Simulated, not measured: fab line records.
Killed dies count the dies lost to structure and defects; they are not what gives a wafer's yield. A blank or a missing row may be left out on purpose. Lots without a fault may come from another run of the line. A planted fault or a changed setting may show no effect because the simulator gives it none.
Chamber matching :: flow nandHarc :: NHARC_A_STAIRCASE_TRIM_229 on rieDiel-11 has 4 sister chambers
The step chemistry O2, time 211.2 s. 22 wafers are shown with their chamber, then 11 later ones without.

WAFERS, EACH WITH ITS CHAMBER
wafer: L079.2
chamber: 1
drypumpMotorCurrentA (A): 5.5
showerheadPlenumPTorr (Torr): 3.41
rfVppV (V): 57.8

wafer: L079.5
chamber: 2
drypumpMotorCurrentA (A): 5.4
showerheadPlenumPTorr (Torr): 3.64
rfVppV (V): 58.4

wafer: L079.6
chamber: 3
drypumpMotorCurrentA (A): 5.5
showerheadPlenumPTorr (Torr): 3.28
rfVppV (V): 57.3

wafer: L077.1
chamber: 3
drypumpMotorCurrentA (A): 5.5
showerheadPlenumPTorr (Torr): 3.28
rfVppV (V): 57.2

wafer: L077.2
chamber: 0
drypumpMotorCurrentA (A): 6.5
showerheadPlenumPTorr (Torr): 3.59
rfVppV (V): 57.7

wafer: L077.6
chamber: 2
drypumpMotorCurrentA (A): 5.4
showerheadPlenumPTorr (Torr): 3.64
rfVppV (V): 57.6

wafer: L083.1
chamber: 3
drypumpMotorCurrentA (A): 5.4
showerheadPlenumPTorr (Torr): 3.28
rfVppV (V): 57.5

wafer: L083.2
chamber: 0
drypumpMotorCurrentA (A): 6.5
showerheadPlenumPTorr (Torr): 3.58
rfVppV (V): 57.5

wafer: L083.5
chamber: 3
drypumpMotorCurrentA (A): 5.4
showerheadPlenumPTorr (Torr): 3.28
rfVppV (V): 56.0

wafer: L081.2
chamber: 2
drypumpMotorCurrentA (A): 5.4
showerheadPlenumPTorr (Torr): 3.63
rfVppV (V): 58.2

wafer: L081.4
chamber: 3
drypumpMotorCurrentA (A): 5.4
showerheadPlenumPTorr (Torr): 3.27
rfVppV (V): 56.3

wafer: L081.6
chamber: 1
drypumpMotorCurrentA (A): 5.5
showerheadPlenumPTorr (Torr): 3.40
rfVppV (V): 59.4

wafer: L085.1
chamber: 3
drypumpMotorCurrentA (A): 5.4
showerheadPlenumPTorr (Torr): 3.27
rfVppV (V): 58.2

wafer: L085.3
chamber: 0
drypumpMotorCurrentA (A): 6.5
showerheadPlenumPTorr (Torr): 3.58
rfVppV (V): 58.4

wafer: L085.6
chamber: 1
drypumpMotorCurrentA (A): 5.5
showerheadPlenumPTorr (Torr): 3.40
rfVppV (V): 57.7

wafer: L087.1
chamber: 1
drypumpMotorCurrentA (A): 5.5
showerheadPlenumPTorr (Torr): 3.39
rfVppV (V): 57.8

wafer: L087.5
chamber: 1
drypumpMotorCurrentA (A): 5.5
showerheadPlenumPTorr (Torr): 3.39
rfVppV (V): 56.2

wafer: L087.6
chamber: 0
drypumpMotorCurrentA (A): 6.5
showerheadPlenumPTorr (Torr): 3.57
rfVppV (V): 58.5

wafer: L091.3
chamber: 3
drypumpMotorCurrentA (A): 5.5
showerheadPlenumPTorr (Torr): 3.27
rfVppV (V): 56.2

wafer: L091.4
chamber: 2
drypumpMotorCurrentA (A): 5.4
showerheadPlenumPTorr (Torr): 3.62
rfVppV (V): 57.9

wafer: L091.6
chamber: 2
drypumpMotorCurrentA (A): 5.4
showerheadPlenumPTorr (Torr): 3.62
rfVppV (V): 58.1

wafer: L089.1
chamber: 2
drypumpMotorCurrentA (A): 5.4
showerheadPlenumPTorr (Torr): 3.62
rfVppV (V): 56.8

SIGNATURES, as means of the wafers listed above
reading: drypumpMotorCurrentA
chamber 0: 6.500
chamber 1: 5.500
chamber 2: 5.400
chamber 3: 5.443
scatter within a chamber: 0.0309

reading: showerheadPlenumPTorr
chamber 0: 3.5800
chamber 1: 3.3980
chamber 2: 3.6283
chamber 3: 3.2757
scatter within a chamber: 0.00794

reading: rfVppV
chamber 0: 58.025
chamber 1: 57.780
chamber 2: 57.833
chamber 3: 56.957
scatter within a chamber: 0.798
Rule: distance of a wafer from a chamber = root of the sum over the readings of ((wafer's reading minus chamber's mean) / reading's scatter) squared. The wafer belongs to the nearest chamber; if the next one is less than 2 further off, it can't be placed. The scatter: the root of (the sum of the squares of (reading less its chamber's mean) over the shown wafers, divided by (wafers less chambers)).

WAFERS WITHOUT THEIR CHAMBER
wafer: L089.2
drypumpMotorCurrentA (A): 5.4
showerheadPlenumPTorr (Torr): 3.27
rfVppV (V): 59.6

wafer: L089.4
drypumpMotorCurrentA (A): 5.5
showerheadPlenumPTorr (Torr): 3.39
rfVppV (V): 56.6

wafer: L088.1
drypumpMotorCurrentA (A): 5.5
showerheadPlenumPTorr (Torr): 3.39
rfVppV (V): 57.7

wafer: L088.4
drypumpMotorCurrentA (A): 5.4
showerheadPlenumPTorr (Torr): 3.62
rfVppV (V): 57.9

wafer: L088.6
drypumpMotorCurrentA (A): 5.5
showerheadPlenumPTorr (Torr): 3.39
rfVppV (V): 56.7

wafer: L090.1
drypumpMotorCurrentA (A): 6.6
showerheadPlenumPTorr (Torr): 3.57
rfVppV (V): 57.7

wafer: L090.3
drypumpMotorCurrentA (A): 5.5
showerheadPlenumPTorr (Torr): 3.39
rfVppV (V): 58.8

wafer: L090.6
drypumpMotorCurrentA (A): 5.5
showerheadPlenumPTorr (Torr): 3.39
rfVppV (V): 57.4

wafer: L095.1
drypumpMotorCurrentA (A): 5.5
showerheadPlenumPTorr (Torr): 3.39
rfVppV (V): 58.2

wafer: L095.3
drypumpMotorCurrentA (A): 5.4
showerheadPlenumPTorr (Torr): 3.26
rfVppV (V): 57.3

wafer: L095.4
drypumpMotorCurrentA (A): 6.5
showerheadPlenumPTorr (Torr): 3.57
rfVppV (V): 57.8

WHICH CHAMBER EACH ONE RAN IN
wafer: L089.2
from the rows above: 3
in truth: 3

wafer: L089.4
from the rows above: 1
in truth: 1

wafer: L088.1
from the rows above: 1
in truth: 1

wafer: L088.4
from the rows above: 2
in truth: 2

wafer: L088.6
from the rows above: 1
in truth: 1

wafer: L090.1
from the rows above: 0
in truth: 0

wafer: L090.3
from the rows above: 1
in truth: 1

wafer: L090.6
from the rows above: 1
in truth: 1

wafer: L095.1
from the rows above: 1
in truth: 1

wafer: L095.3
from the rows above: 3
in truth: 3

wafer: L095.4
from the rows above: 0
in truth: 0
11 of 11 placed correctly. Left unplaced by these rows: 0. 0 placed wrongly.
